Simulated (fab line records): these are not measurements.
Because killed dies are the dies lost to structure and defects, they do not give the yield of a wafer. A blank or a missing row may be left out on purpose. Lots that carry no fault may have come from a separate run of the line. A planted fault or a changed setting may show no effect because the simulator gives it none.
The tool behind it: which one?	flow nand harc	36 wafers from 12 lots sampled at 5 of the route's 1159 steps

WHAT EACH GAUGE READ, for each wafer
NHARC_P_BONDPAD_THK_MEAS_33: measures by ellipsometry. Usual: thk nm at 200.4 nm, with a standard deviation of 1.8.
lot	measured	on	thk nm (nm)	flag
L631	day 6 18:24	film metro-02	199.0 202.5 202.5	
L633	day 7 18:15	film metro-01	201.7 197.4 200.4	
L637	day 8 05:37	film metro-01	202.4 201.1 202.7	
L639	day 8 22:05	film metro-02	198.3 201.9 200.5	
L638	day 8 22:37	film metro-02	201.3 198.3 201.3	
L642	day 9 20:40	film metro-01	199.5 201.6 204.6	
L641	day 9 21:13	film metro-01	200.3 197.5 200.1	
L643	day 10 06:35	film metro-02	199.6 200.3 199.5	
L644	day 10 07:47	film metro-01	201.1 198.6 198.6	
L645	day 10 21:42	film metro-01	202.3 202.0 201.2	
L650	day 11 17:07	film metro-02	201.6 197.9 202.6	
L651	day 12 16:22	film metro-02	197.9 196.2 197.3	

NHARC_P_BONDPAD_CD_MEAS_13. Usual: cd nm at 501.3 nm, with a standard deviation of 2.8.
lot	measured	on	cd nm (nm)	flag
L631	day 6 19:30	cd sem-03	505.4 497.3 502.1	
L633	day 7 19:14	cd sem-03	500.0 503.0 504.8	
L637	day 8 06:47	cd sem-03	504.5 503.2 502.7	
L639	day 8 23:14	cd sem-02	500.4 503.1 502.5	
L638	day 8 23:44	cd sem-02	499.7 497.6 500.6	
L642	day 9 21:46	cd sem-02	505.7 503.7 501.5	
L641	day 9 22:22	cd sem-01	506.0 508.3 502.3	
L643	day 10 07:41	cd sem-03	499.3 494.8 500.5	
L644	day 10 08:55	cd sem-03	498.6 500.0 497.5	
L645	day 10 22:52	cd sem-03	502.9 502.3 503.5	
L650	day 11 18:06	cd sem-01	498.9 498.5 504.1	
L651	day 12 17:28	cd sem-03	502.7 501.6 502.0	

NHARC_END_SORT_01. Usual: defect limited yield 95.6 %, standard deviation 1.5; killed at array 27, standard deviation 10; killed at other 0.6, standard deviation 0.83; killed at periphery 2.4, standard deviation 1.8; killed dies 30, standard deviation 10; killed open 3.3, standard deviation 1.7; killed short 1.8, standard deviation 1.4; sort_bin_2_pct 1.3 %, standard deviation 0.69; sort_bin_3_pct 0.25 %, standard deviation 0.24; sort_bin_4_pct 2.8 %, standard deviation 0.94; sort n pass 647, standard deviation 10; sort rim yield pct 96.7 %, standard deviation 2.1; sort yield pct 95.6 %, standard deviation 1.5.
lot	measured	on	defect limited yield (%)	killed at array	killed at other	killed at periphery	killed dies	killed open	killed short	sort_bin_2_pct (%)	sort_bin_3_pct (%)	sort_bin_4_pct (%)	sort n pass	sort rim yield pct (%)	sort yield pct (%)	flag
L631	day 20 06:23	prober-01	95.1 95.0 97.2	31 32 14	1 0 2	1 2 3	33 34 19	6 6 1	0 4 3	1.8 2.1 0.6	0.59 0.15 0.30	2.5 2.8 1.9	644 643 658	98.1 96.2 98.1	95.1 95.0 97.2	
L633	day 21 00:19	prober-02	98.4 96.6 96.9	9 19 16	0 2 4	2 2 1	11 23 21	4 4 4	2 3 4	0 1.2 0.4	0.15 0.15 0	1.5 2.1 2.7	666 654 656	100.0 100.0 93.4	98.4 96.6 96.9	
L637	day 21 00:04	prober-01	95.4 96.6 94.2	30 21 36	1 1 0	0 1 3	31 23 39	0 0 5	0 0 0	1.8 1.0 3.1	0.15 0.15 0.15	2.7 2.2 2.5	646 654 638	99.1 98.1 99.1	95.4 96.6 94.2	
L639	day 21 09:49	prober-01	96.9 94.4 96.6	20 34 19	0 1 0	1 3 4	21 38 23	2 3 4	0 2 3	0.6 1.6 2.1	0.30 0 0	2.2 4.0 1.3	656 639 654	97.2 97.2 96.2	96.9 94.4 96.6	
L638	day 21 21:18	prober-02	94.8 95.4 94.2	30 30 37	0 0 0	5 1 2	35 31 39	5 4 6	2 3 5	1.8 1.8 1.2	0.30 0.44 0.15	3.1 2.4 4.4	642 646 638	95.3 95.3 95.3	94.8 95.4 94.2	
L642	day 21 21:55	prober-01	96.9 97.5 95.6	18 13 29	2 1 0	1 3 1	21 17 30	5 5 9	3 1 0	1.0 0.4 1.0	0.15 0 0.15	1.9 2.1 3.2	656 660 647	97.2 96.2 95.3	96.9 97.5 95.6	
L641	day 22 06:43	prober-02	0 0 0	32 28 24	0 0 0	645 649 653	677 677 677	3 5 1	2 4 0	96.2 96.8 97.5	0.15 0 0.15	3.7 3.2 2.4	0 0 0	0 0 0	0 0 0	OFF
L643	day 22 18:08	prober-02	0 0 0	26 29 26	0 0 0	651 648 651	677 677 677	3 3 1	2 2 2	97.2 96.5 96.9	0 0.30 0.15	2.8 3.2 3.0	0 0 0	0 0 0	0 0 0	OFF
L644	day 22 18:57	prober-01	0 0 0	39 37 35	0 0 1	638 640 641	677 677 677	1 3 2	2 5 3	95.3 96.3 97.0	0.15 0.74 0	4.6 3.0 3.0	0 0 0	0 0 0	0 0 0	OFF
L645	day 23 15:56	prober-01	96.9 97.0 96.3	20 16 21	0 2 1	1 2 3	21 20 25	2 5 3	0 1 4	0.9 1.0 1.2	0.30 0.15 0.44	1.9 1.8 2.1	656 657 652	97.2 97.2 98.1	96.9 97.0 96.3	
L650	day 24 18:47	prober-02	92.0 92.3 94.2	46 46 32	1 0 0	7 6 7	54 52 39	7 1 2	2 5 0	3.1 2.2 1.3	0.74 0.74 0.30	4.1 4.7 4.1	623 625 638	96.2 93.4 95.3	92.0 92.3 94.2	
L651	day 25 11:56	prober-02	94.7 95.7 94.7	34 27 30	1 1 2	1 1 4	36 29 36	5 3 2	0 2 1	1.2 1.0 2.4	0.74 0.44 0.30	3.4 2.8 2.7	641 648 641	98.1 95.3 95.3	94.7 95.7 94.7	

WHAT TOOL EACH LOT RAN ON (gives the tool, then ch and the chambers of the sampled wafers, and finally the start)
lot	NHARC_P_BONDPAD_ETCH_37	NHARC_P_BONDPAD_PVD_27
L631	rie diel-08 ch 0,1,3, day 6 19:17	pvd sputter-02, day 20 06:23 or earlier
L633	rie diel-11 ch 0,1, day 7 19:00	pvd sputter-03, day 21 00:19 or earlier
L637	rie diel-10 ch 1,2,3, day 8 06:32	pvd sputter-02, day 21 00:04 or earlier
L639	rie diel-08 ch 1,2, day 8 22:58	pvd sputter-02, day 21 09:49 or earlier
L638	rie diel-08 ch 0,1,3, day 8 23:30	pvd sputter-03, day 21 21:18 or earlier
L642	rie diel-08 ch 0,1,3, day 9 21:32	pvd sputter-01, day 21 21:55 or earlier
L641	rie diel-10 ch 1,2,3, day 9 22:07	pvd sputter-01, day 22 06:43 or earlier
L643	rie diel-08 ch 2,3, day 10 07:28	pvd sputter-02, day 22 18:08 or earlier
L644	rie diel-08 ch 0,2,3, day 10 08:41	pvd sputter-03, day 22 18:57 or earlier
L645	rie diel-11 ch 0,1, day 10 22:36	pvd sputter-02, day 23 15:56 or earlier
L650	rie diel-08 ch 0,1,3, day 11 17:53	pvd sputter-03, day 24 18:47 or earlier
L651	rie diel-08 ch 0,3, day 12 17:13	pvd sputter-01, day 25 11:56 or earlier
- NHARC_P_BONDPAD_ETCH_37: etches the open film in N2/H2, target depth 60 nm, overetch 18 nm, time 65.91 s.
- NHARC_P_BONDPAD_PVD_27: deposits Cu, target thk 30 nm, time 20.49 s.

AS READ BY THE TOOLS THEMSELVES (means over the sampled wafers that have a number; for cases with no such wafer, the mark the record gives instead)
NHARC_P_BONDPAD_ETCH_37. Usual: bias w is 150.0 W with standard deviation 0.45, chamber pressure mTorr is 30.000 mTorr with standard deviation 0.028, drypump motor current A is 5.7 A with standard deviation 0.41, oes product au is 1.002 a.u. with standard deviation 0.011, rf vpp V is 429.9 V with standard deviation 2.9, showerhead plenum p Torr is 2.02 Torr with standard deviation 0.1, and throttle valve pct is 14.172 % with standard deviation 0.0091.
lot	tool	bias w (W)	chamber pressure mTorr (mTorr)	drypump motor current A (A)	oes product au (a.u.)	rf vpp V (V)	showerhead plenum p Torr (Torr)	throttle valve pct (%)	flag
L631	rie diel-08	149.9	29.987	5.5	1.015	430.0	2.04	14.177	
L633	rie diel-11	149.8	29.993	5.8	0.984	429.4	2.03	14.180	
L637	rie diel-10	150.2	29.982	6.0	1.011	428.8	2.00	14.166	
L639	rie diel-08	149.6	29.987	5.9	1.013	432.1	2.09	14.177	
L638	rie diel-08	149.7	30.001	5.5	1.008	429.9	2.04	14.177	
L642	rie diel-08	150.4	30.018	5.5	1.003	430.3	2.04	14.174	
L641	rie diel-10	-	-	-	-	-	-	-	OFF
L643	rie diel-08	-	-	-	-	-	-	-	OFF
L644	rie diel-08	-	-	-	-	-	-	-	OFF
L645	rie diel-11	150.0	30.035	5.5	0.993	427.9	1.97	14.174	
L650	rie diel-08	150.2	30.014	5.5	1.007	430.8	2.03	14.185	
L651	rie diel-08	150.0	30.000	5.4	1.006	428.2	1.94	14.173	

NHARC_P_BONDPAD_PVD_27. Usual: throttle valve pct at 29.6 %, with a standard deviation of 1.8.
lot	tool	throttle valve pct (%)	flag
L631	pvd sputter-02	29.4	
L633	pvd sputter-03	30.0	
L637	pvd sputter-02	28.7	
L639	pvd sputter-02	28.8	
L638	pvd sputter-03	29.0	
L642	pvd sputter-01	29.3	
L641	pvd sputter-01	30.1	
L643	pvd sputter-02	29.5	
L644	pvd sputter-03	29.0	
L645	pvd sputter-02	28.3	
L650	pvd sputter-03	29.1	
L651	pvd sputter-01	29.3	

THE ANSWER, worked out from the rows above alone
Rule: take the mean of a lot's wafers that have a number; if it is more than 3 standard deviations from the usual mean, the lot is off. Also off: a lot with no number at a reading for which 4 or more lots have one. The other lots that the step has rows for count as sound. The gauges are gone through in route order, then the tools' own readings, and for those a lot's mean is taken as printed above. The first step at which some lot is off is used, and at that step the reading that is off furthest; a lot without a number counts as furthest.
Off at NHARC_END_SORT_01 (killed at periphery): L641, L643, L644.
If a tool, at a process step before that reading, ran all the lots that are off and no sound lot after the first of them, it fits. The gauges at NHARC_END_SORT_01 aren't tried: what is off there is off at NHARC_P_BONDPAD_ETCH_37 too, on other tools, and a gauge's error can't cause that. NHARC_P_BONDPAD_PVD_27: start missing for some lots; hours and lot order therefore follow NHARC_END_SORT_01. No candidate that was tried fits.

WHAT THE SIMULATOR HAD PUT IN
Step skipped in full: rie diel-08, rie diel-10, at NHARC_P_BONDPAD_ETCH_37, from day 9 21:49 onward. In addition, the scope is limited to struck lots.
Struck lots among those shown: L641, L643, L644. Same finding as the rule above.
